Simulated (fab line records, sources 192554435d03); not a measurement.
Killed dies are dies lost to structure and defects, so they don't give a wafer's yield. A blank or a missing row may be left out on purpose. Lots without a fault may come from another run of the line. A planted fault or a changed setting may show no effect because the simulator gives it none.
fab line records | flow n5_finfet
record lots=7 wafers=39
route steps=1938 shown FIN_CUT@169 DUMMY_GATE@243 SD_EPI_N@275 MOL_CONTACT_COAG@588
start_h: hours from the record's first day to the start of the lot's first wafer shown | wait_h: hours since the lot's step before | " the same as in the row above | L1.1+2: a row that stands for several wafers | - no value, or no start given | * or withheld: withheld | < > ~ a bound
route shown NAME@n: a module of which the file shows steps, and the number in the route of the first | usual: mean/standard deviation of fault-free wafers | same: alike in all rows | chamber/n: place in a boat | sites: the reading at each site | _std_site: their standard deviation | _edge_site: outer sites' mean less inner sites' | radius_mm: how far each site lies from the wafer's centre | mask NAME#n: copy n | behind: the tool/chamber that last shaped the wafer | hold: why the lot was held/for how many hours/how that ended | device: the transistor (n, p or np) that didn't switch | end of line: the same wafers' tests at the end of the route | a step without rows: its recipe alone | killed: dies lost to structure and defects at the first sort, not the wafer's yield | map: a wafer's dies, x killed, . not, _ none there
set.NAME: the setting as run; set.NAME@STEP: as run at that earlier step | model.NAME: the simulator's own value behind a step, which no gauge read
lots whose settings were changed on purpose; a table a step, a row a wafer
## steps
# step N5_FIN_CUT_ETCH_21
# recipe chemistry=N2/H2 target=SOC target_depth_a=2190 overetch_a=438 mask_material=SiARC temp_c=40 ion_energy_ev=100 bias_w=61 time_s=523.5 pressure_mtorr=30 source_w=850 n2_flow_sccm=200 h2_flow_sccm=200
# columns lot.wafer tool chamber start_h wait_h set.time_s model.SiARC_of_FIN_CUT_COAT_19.thk_nm model.FIN_CUT.cd_offset_nm
L074.1 rie_diel-05 3 31.16 0.0 643.8 10 1.2
L074.2 " 2 " " 523.5 11.8 -0.2
L074.3 " 0 " " 523.5 11.8 0.2
L074.4 " 1 " " 523.5 11.6 -0.2
L074.5 " 2 " " 643.8 10 1.4
L074.6 " 1 " " 643.8 9.6 1.4
L080.2 rie_diel-02 3 66.56 0.0 523.5 12 -0.4
L080.4 " 1 " " 523.5 12.2 -0.6
L080.6 " 3 " " 523.5 12.2 0
L084.1 rie_diel-04 3 90.73 0.0 614.7 10.4 0.6
L084.2 " 1 " " 523.5 11.8 0
L084.3 " 2 " " 523.5 11.8 -0.2
L084.4 " 0 " " 523.5 12 -0.4
L084.5 " 0 " " 614.7 10.4 1
L084.6 " 1 " " 614.7 10.4 0.8
L087.1 rie_diel-05 3 105.12 0.0 523.5 12.2 -0.4
L087.2 " 1 " " 523.5 11.8 0.2
L087.3 " 2 " " 523.5 12 0.2
L087.4 " 0 " " 523.5 12 -0.4
L087.5 " 1 " " 523.5 11.8 -0.4
L087.6 " 2 " " 523.5 12 -0.2
L092.1 rie_diel-04 0 135.67 0.0 523.5 11.8 -0.4
L092.2 " 2 " " 635.4 10 0.8
L092.3 " 3 " " 635.4 10 1.2
L092.4+5 " 1,2 " " 523.5 11.8 0
L092.6 " 1 " " 635.4 10 1.4
L093.1 rie_diel-04 0 142.10 0.0 414.7 13.6 -1
L093.2+5 " 1,3 " " 523.5 11.8 -0.2
L093.3 " 2 " " 414.7 13.6 -1.2
L093.4 " 3 " " 414.7 13.6 -1.6
L093.6 " 2 " " 523.5 11.8 0
L095.1 rie_diel-05 0 153.84 0.0 523.5 11.8 0
L095.2 " 1 " " 523.5 11.8 0.2
L095.3 " 3 " " 458.8 13.2 -0.6
L095.4 " 2 " " 458.8 13 -1
L095.5 " 1 " " 458.8 12.8 -0.6
L095.6 " 2 " " 523.5 12 -0.2
# step N5_FIN_CUT_CUT_ETCH_26
# recipe chemistry=CH3F/O2 target=SiNx target_depth_a=390 mask_material=SOC time_s=55.7 pressure_mtorr=30 source_w=395 bias_w=73 Ar_flow_sccm=150 CH3F_flow_sccm=30 O2_flow_sccm=20 ion_energy_ev=120
# usual rf_vpp_V=298/3.4
# columns lot.wafer tool chamber start_h wait_h set.source_w set.time_s@FIN_CUT_ETCH_21 rf_vpp_V model.FIN_CUT.cd_offset_nm
L074.1 rie_diel-05 3 31.51 0.0 395 643.8 302 1.2
L074.2 " 2 " " 395 523.5 295 -0.2
L074.3 " 0 " " 395 523.5 298 0.2
L074.4 " 1 " " 395 523.5 301 0
L074.5 " 2 " " 395 643.8 295 1.6
L074.6 " 1 " " 395 643.8 302 1.4
L080.2 rie_diel-02 3 66.91 0.0 395 523.5 295 -0.4
L080.4 " 1 " " 395 523.5 294 -0.6
L080.6 " 3 " " 395 523.5 295 -0.2
L084.1 rie_diel-04 3 91.07 0.0 439.7 614.7 283 0.8
L084.2 " 1 " " 439.7 523.5 276 0.2
L084.3 " 2 " " 439.7 523.5 285 -0.2
L084.4 " 0 " " 395 523.5 298 -0.2
L084.5 " 0 " " 395 614.7 298 1
L084.6 " 1 " " 395 614.7 292 0.8
L087.1 rie_diel-05 3 105.46 0.0 395 523.5 301 -0.4
L087.2 " 1 " " 395 523.5 303 0
L087.3 " 2 " " 395 523.5 294 0.2
L087.4 " 0 " " 395 523.5 300 -0.4
L087.5 " 1 " " 395 523.5 302 -0.4
L087.6 " 2 " " 395 523.5 294 -0.2
L092.1 rie_diel-04 0 136.02 0.0 395 523.5 298 -0.4
L092.2 " 2 " " 446.6 635.4 284 0.8
L092.3 " 3 " " 395 635.4 298 1.4
L092.4 " 1 " " 446.6 523.5 276 0
L092.5 " 2 " " 446.6 523.5 285 0
L092.6 " 1 " " 395 635.4 293 1.6
L093.1 rie_diel-04 0 142.45 0.0 350.8 414.7 313 -1
L093.2 " 1 " " 350.8 523.5 307 -0.2
L093.3 " 2 " " 395 414.7 301 -1.2
L093.4 " 3 " " 350.8 414.7 314 -1.6
L093.5 " 3 " " 395 523.5 297 -0.2
L093.6 " 2 " " 395 523.5 300 0.2
L095.1 rie_diel-05 0 154.18 0.0 395 523.5 298 0
L095.2 " 1 " " 432.5 523.5 288 0.2
L095.3 " 3 " " 395 458.8 301 -0.8
L095.4 " 2 " " 432.5 458.8 281 -1
L095.5 " 1 " " 395 458.8 301 -0.6
L095.6 " 2 " " 432.5 523.5 282 -0.2
# step N5_FIN_CUT_CUT_ETCH_27
# recipe chemistry=CHF3/O2 target=SiO2 target_depth_a=40 mask_material=SOC overetch_a=20 time_s=4.9 pressure_mtorr=30 source_w=650 bias_w=170 Ar_flow_sccm=200 CHF3_flow_sccm=50 O2_flow_sccm=5 ion_energy_ev=200
# columns lot.wafer tool chamber start_h wait_h set.time_s@FIN_CUT_ETCH_21 model.FIN_CUT.cd_offset_nm
L074.1 rie_diel-05 3 31.55 0.0 643.8 1.2
L074.2 " 2 " " 523.5 -0.2
L074.3 " 0 " " 523.5 0.2
L074.4 " 1 " " 523.5 0
L074.5 " 2 " " 643.8 1.6
L074.6 " 1 " " 643.8 1.4
L080.2 rie_diel-02 3 66.95 0.0 523.5 -0.4
L080.4 " 1 " " 523.5 -0.6
L080.6 " 3 " " 523.5 -0.2
L084.1 rie_diel-04 3 91.12 0.0 614.7 0.6
L084.2 " 1 " " 523.5 0.2
L084.3+4 " 2,0 " " 523.5 -0.2
L084.5 " 0 " " 614.7 1
L084.6 " 1 " " 614.7 0.8
L087.1 rie_diel-05 3 105.51 0.0 523.5 -0.6
L087.2 " 1 " " 523.5 0
L087.3 " 2 " " 523.5 0.2
L087.4+5 " 0,1 " " 523.5 -0.4
L087.6 " 2 " " 523.5 -0.2
L092.1 rie_diel-04 0 136.06 0.0 523.5 -0.4
L092.2 " 2 " " 635.4 0.8
L092.3 " 3 " " 635.4 1.4
L092.4 " 1 " " 523.5 0.2
L092.5 " 2 " " 523.5 0
L092.6 " 1 " " 635.4 1.6
L093.1 rie_diel-04 0 142.49 0.0 414.7 -1
L093.2+5 " 1,3 " " 523.5 -0.2
L093.3 " 2 " " 414.7 -1.4
L093.4 " 3 " " 414.7 -1.6
L093.6 " 2 " " 523.5 0
L095.1 rie_diel-05 0 154.23 0.0 523.5 0
L095.2 " 1 " " 523.5 0.4
L095.3+5 " 3,1 " " 458.8 -0.6
L095.4 " 2 " " 458.8 -1
L095.6 " 2 " " 523.5 -0.2
# step N5_DUMMY_GATE_ETCH_31
# recipe chemistry=C4F6/O2 target=SiO2 mask_material=SOC target_depth_a=825 time_s=27.5 ion_energy_ev=250 pressure_mtorr=30 source_w=345 bias_w=185 Ar_flow_sccm=300 C4F6_flow_sccm=10 O2_flow_sccm=10
# columns lot.wafer tool chamber start_h wait_h set.target_depth_a model.etch.depth_nm model.SOC_of_DUMMY_GATE_COAT_34.thk_nm
L074.1 rie_diel-02 2 52.56 0.0 825 82.89 51.6
L074.2 " 3 " " 825 82.05 51.8
L074.3 " 0 " " 825 81.96 52
L074.4 " 1 " " 825 82.16 52
L074.5 " 3 " " 825 82.13 51.8
L074.6 " 2 " " 825 82.55 52
L080.2 rie_diel-05 0 85.47 0.1 825 81.5 51.8
L080.4 " 2 " " 825 80.24 51.8
L080.6 " 1 " " 825 82.8 51.6
L084.1 rie_diel-05 3 110.71 0.0 825 80.8 52.2
L084.2 " 1 " " 825 83.13 52
L084.3 " 0 " " 924.3 92.36 51
L084.4 " 2 " " 924.3 90.62 51.2
L084.5 " 0 " " 924.3 91.45 51.2
L084.6 " 1 " " 825 82.91 52
L087.1 rie_diel-05 0 123.87 0.1 825 83.59 51.6
L087.2 " 3 " " 825 80.69 51.8
L087.3 " 1 " " 825 83.74 51.6
L087.4 " 2 " " 825 81.56 51.8
L087.5 " 0 " " 825 82.69 51.8
L087.6 " 1 " " 825 83.45 51.6
L092.1 rie_diel-02 3 154.69 0.0 825 82.01 51.8
L092.2 " 2 " " 825 82.3 52
L092.3 " 0 " " 825 81.36 51.8
L092.4 " 0 " " 825 80.41 52
L092.5 " 3 " " 825 82.29 51.8
L092.6 " 2 " " 825 82.68 51.8
L093.1 rie_diel-05 3 164.51 0.0 733.4 71.31 53
L093.2 " 0 " " 825 83.44 51.6
L093.3 " 1 " " 825 83.66 51.6
L093.4 " 2 " " 733.4 71.84 53
L093.5 " 0 " " 825 82.66 52
L093.6 " 1 " " 733.4 74.36 52.8
L095.1 rie_diel-05 2 174.40 0.0 882.5 86.63 51.4
L095.2 " 0 " " 882.5 87.54 51.4
L095.3 " 1 " " 825 83.38 51.6
L095.4 " 3 " " 825 80.77 52
L095.5 " 3 " " 882.5 86.26 51.6
L095.6 " 2 " " 825 80.75 52
# step N5_SD_EPI_N_ETCH_35
# recipe chemistry=N2/H2 target=SOC overetch_a=1080 mask_material=SiARC temp_c=40 ion_energy_ev=100 source_w=3000 bias_w=133 pressure_mtorr=20 time_s=486 n2_flow_sccm=200 h2_flow_sccm=200
# columns lot.wafer tool chamber start_h wait_h set.time_s model.SiARC_of_SD_EPI_N_COAT_33.thk_nm model.SD_EPI_N.cd_nm
L074.1 rie_diel-06 2 55.47 0.0 486 19.8 119.2
L074.2 " 1 " " 534.3 18.2 123.2
L074.3 " 3 " " 534.3 17.6 121.4
L074.4 " 0 " " 486 19.8 120.4
L074.5 " 2 " " 534.3 18.4 120.8
L074.6 " 3 " " 486 19.2 120.6
L080.2 rie_diel-06 1 87.93 0.0 486 19.4 122.4
L080.4 " 3 " " 486 19 120.4
L080.6 " 2 " " 486 19.6 119.8
L084.1 rie_diel-06 1 112.72 0.0 486 19.6 121.2
L084.2 " 0 " " 486 20 119.4
L084.3 " 2 " " 394.7 22.6 115.4
L084.4 " 3 " " 394.7 22.4 117
L084.5 " 3 " " 486 19.4 118.4
L084.6 " 2 " " 394.7 22.8 117.4
L087.1 rie_diel-03 3 125.85 0.0 449.4 21.6 118
L087.2 " 0 " " 486 20.4 120
L087.3 " 2 " " 449.4 21.2 118.8
L087.4 " 1 " " 486 20.2 120.4
L087.5 " 1 " " 449.4 21.4 118.8
L087.6 " 2 " " 486 20.2 120.2
L092.1 rie_diel-03 3 156.61 0.0 403.3 22.8 115.8
L092.2 " 0 " " 486 19.8 120.8
L092.3 " 1 " " 403.3 22.6 118
L092.4 " 2 " " 403.3 22.4 117.6
L092.5 " 2 " " 486 19.8 121.6
L092.6 " 1 " " 486 20 120.8
L093.1+6 rie_diel-01 3,1 166.43 0.0 486 19.6 119
L093.2 " 1 " " 573.4 16.6 122.2
L093.3 " 2 " " 486 19.8 118.8
L093.4 " 0 " " 573.4 16.8 121.8
L093.5 " 2 " " 573.4 17 121.4
L095.1 rie_diel-06 2 176.19 0.0 532.3 18.4 121.6
L095.2 " 3 " " 532.3 18 121.4
L095.3 " 1 " " 486 19.6 121.4
L095.4 " 0 " " 532.3 18.2 122.2
L095.5 " 2 " " 486 20 119.2
L095.6 " 3 " " 486 19.2 120.2
# step N5_SD_EPI_N_STRIP_36
# recipe chemistry=N2/H2 temp_c=40 n2_flow_sccm=200 h2_flow_sccm=200 rf_frequency_hz=6e+07
# step N5_SD_EPI_N_ETCHBACK_44
# recipe chemistry=CH3F/O2 mode=anisotropic_etchback target=SiNx target_depth_a=145 stop_on=SiO2 over_etch_frac=0.3 ion_energy_ev=120 pressure_mtorr=30 source_w=395 bias_w=73 Ar_flow_sccm=150 CH3F_flow_sccm=30 O2_flow_sccm=20
# step N5_SD_EPI_N_ETCH_45
# recipe chemistry=CH3F/O2 target=SiOCN target_depth_a=60 mask_material=SOC ion_energy_ev=60 bias_w=29 pressure_mtorr=15 source_w=410 Ar_flow_sccm=150 CH3F_flow_sccm=30 O2_flow_sccm=20
# step N5_SD_EPI_N_ETCH_16
# recipe chemistry=CHF3/O2 target=SiO2 target_depth_a=50 mask_material=SOC pressure_mtorr=30 source_w=650 bias_w=170 Ar_flow_sccm=200 CHF3_flow_sccm=50 O2_flow_sccm=5 ion_energy_ev=200
# columns lot.wafer tool chamber start_h wait_h set.time_s@SD_EPI_N_ETCH_35 model.SiARC_of_SD_EPI_N_COAT_33.thk_nm
L074.1+4 rie_diel-06 2,0 55.99 0.1 486 12.4
L074.2 " 1 " " 534.3 10.8
L074.3 " 3 " " 534.3 10.2
L074.5 " 2 " " 534.3 11
L074.6 " 3 " " 486 11.8
L080.2 rie_diel-06 1 88.46 0.1 486 12
L080.4 " 3 " " 486 11.6
L080.6 " 2 " " 486 12.2
L084.1 rie_diel-06 1 113.24 0.1 486 12.2
L084.2 " 0 " " 486 12.6
L084.3+6 " 2 " " 394.7 15.4
L084.4 " 3 " " 394.7 14.8
L084.5 " 3 " " 486 12
L087.1 rie_diel-03 3 126.38 0.1 449.4 14.4
L087.2+4 " 0,1 " " 486 13
L087.3 " 2 " " 449.4 13.8
L087.5 " 1 " " 449.4 14
L087.6 " 2 " " 486 12.8
L092.1 rie_diel-03 3 157.13 0.1 403.3 15.6
L092.2+5 " 0,2 " " 486 12.6
L092.3 " 1 " " 403.3 15.4
L092.4 " 2 " " 403.3 15
L092.6 " 1 " " 486 12.8
L093.1+3 rie_diel-01 3,2 166.95 0.1 486 12.4
L093.2 " 1 " " 573.4 9.2
L093.4 " 0 " " 573.4 9.4
L093.5 " 2 " " 573.4 9.6
L093.6 " 1 " " 486 12
L095.1 rie_diel-06 2 176.71 0.1 532.3 11.2
L095.2 " 3 " " 532.3 10.6
L095.3 " 1 " " 486 12.2
L095.4 " 0 " " 532.3 11
L095.5 " 2 " " 486 12.6
L095.6 " 3 " " 486 11.8
# step N5_MOL_CONTACT_COAG_ETCH_47
# recipe chemistry=CH3F/O2 target=SiNx target_depth_a=270 mask_material=SiO2 stop_on=W over_etch_frac=0.2 ion_energy_ev=120 endpoint=OES-CN pressure_mtorr=30 source_w=395 bias_w=73 Ar_flow_sccm=150 CH3F_flow_sccm=30 O2_flow_sccm=20 ends=end_point
# columns lot.wafer tool chamber start_h wait_h set.over_etch_frac model.etch.over_etch_s
L074.1 rie_diel-06 2 109.20 0.0 0.2151 5.534
L074.2 " 3 " " 0.2151 5.41
L074.3 " 1 " " 0.2 5.125
L074.4 " 0 " " 0.2151 5.559
L074.5 " 1 " " 0.2 5.155
L074.6 " 2 " " 0.2 5.182
L080.2 rie_diel-01 0 136.83 0.0 0.2 5.081
L080.4 " 2 " " 0.2 5.167
L080.6 " 2 " " 0.2 5.159
L084.1 rie_diel-03 3 163.37 0.0 0.2 5.381
L084.2 " 2 " " 0.2 5.211
L084.3 " 1 " " 0.2 5.208
L084.4 " 0 " " 0.2 5.262
L084.5 " 1 " " 0.2 5.256
L084.6 " 2 " " 0.2 5.216
L087.1 rie_diel-03 1 174.22 0.0 0.1868 4.899
L087.2 " 0 " " 0.2 5.238
L087.3 " 3 " " 0.2 5.373
L087.4 " 2 " " 0.1868 4.884
L087.5 " 2 " " 0.1868 4.856
L087.6 " 1 " " 0.2 5.249
L092.1 rie_diel-01 0 210.36 0.0 0.2 5.106
L092.2 " 3 " " 0.2 5.063
L092.3 " 2 " " 0.2 5.181
L092.4 " 1 " " 0.2157 5.443
L092.5 " 2 " " 0.2157 5.573
L092.6 " 3 " " 0.2157 5.482
L093.1 rie_diel-03 3 215.88 0.0 0.2 5.327
L093.2 " 2 " " 0.2125 5.544
L093.3 " 1 " " 0.2 5.165
L093.4 " 0 " " 0.2125 5.563
L093.5 " 1 " " 0.2 5.198
L093.6 " 2 " " 0.2125 5.504
L095.1 rie_diel-06 2 226.37 0.0 0.2141 5.656
L095.2 " 0 " " 0.2141 5.612
L095.3 " 1 " " 0.2 5.155
L095.4 " 3 " " 0.2 5.137
L095.5 " 0 " " 0.2 5.255
L095.6 " 1 " " 0.2141 5.581
## key
split step=N5_FIN_CUT_ETCH_21 setting=time_s stated=523.5 by=wafer
response step=N5_FIN_CUT_ETCH_21 reading=model.SiARC_of_FIN_CUT_COAT_19.thk_nm change=-0.0845 per=1% r=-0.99
response step=N5_FIN_CUT_ETCH_21 reading=model.FIN_CUT.cd_offset_nm change=+0.0583 per=1% r=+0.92
response step=N5_FIN_CUT_CUT_ETCH_26 reading=model.FIN_CUT.cd_offset_nm change=+0.0604 per=1% r=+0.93
response step=N5_FIN_CUT_CUT_ETCH_27 reading=model.FIN_CUT.cd_offset_nm change=+0.059 per=1% r=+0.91
split step=N5_FIN_CUT_CUT_ETCH_26 setting=source_w stated=395 by=wafer
response step=N5_FIN_CUT_CUT_ETCH_26 reading=rf_vpp_V change=-1.26 per=1% r=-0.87
split step=N5_DUMMY_GATE_ETCH_31 setting=target_depth_a stated=825 by=wafer
response step=N5_DUMMY_GATE_ETCH_31 reading=model.etch.depth_nm change=+0.84 per=1% r=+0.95
response step=N5_DUMMY_GATE_ETCH_31 reading=model.SOC_of_DUMMY_GATE_COAT_34.thk_nm change=-0.0863 per=1% r=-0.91
split step=N5_SD_EPI_N_ETCH_35 setting=time_s stated=486 by=wafer
response step=N5_SD_EPI_N_ETCH_35 reading=model.SiARC_of_SD_EPI_N_COAT_33.thk_nm change=-0.157 per=1% r=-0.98
response step=N5_SD_EPI_N_ETCH_35 reading=model.SD_EPI_N.cd_nm change=+0.181 per=1% r=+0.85
response step=N5_SD_EPI_N_ETCH_16 reading=model.SiARC_of_SD_EPI_N_COAT_33.thk_nm change=-0.155 per=1% r=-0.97
split step=N5_MOL_CONTACT_COAG_ETCH_47 setting=over_etch_frac stated=0.2 by=wafer
response step=N5_MOL_CONTACT_COAG_ETCH_47 reading=model.etch.over_etch_s change=+0.053 per=1% r=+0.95
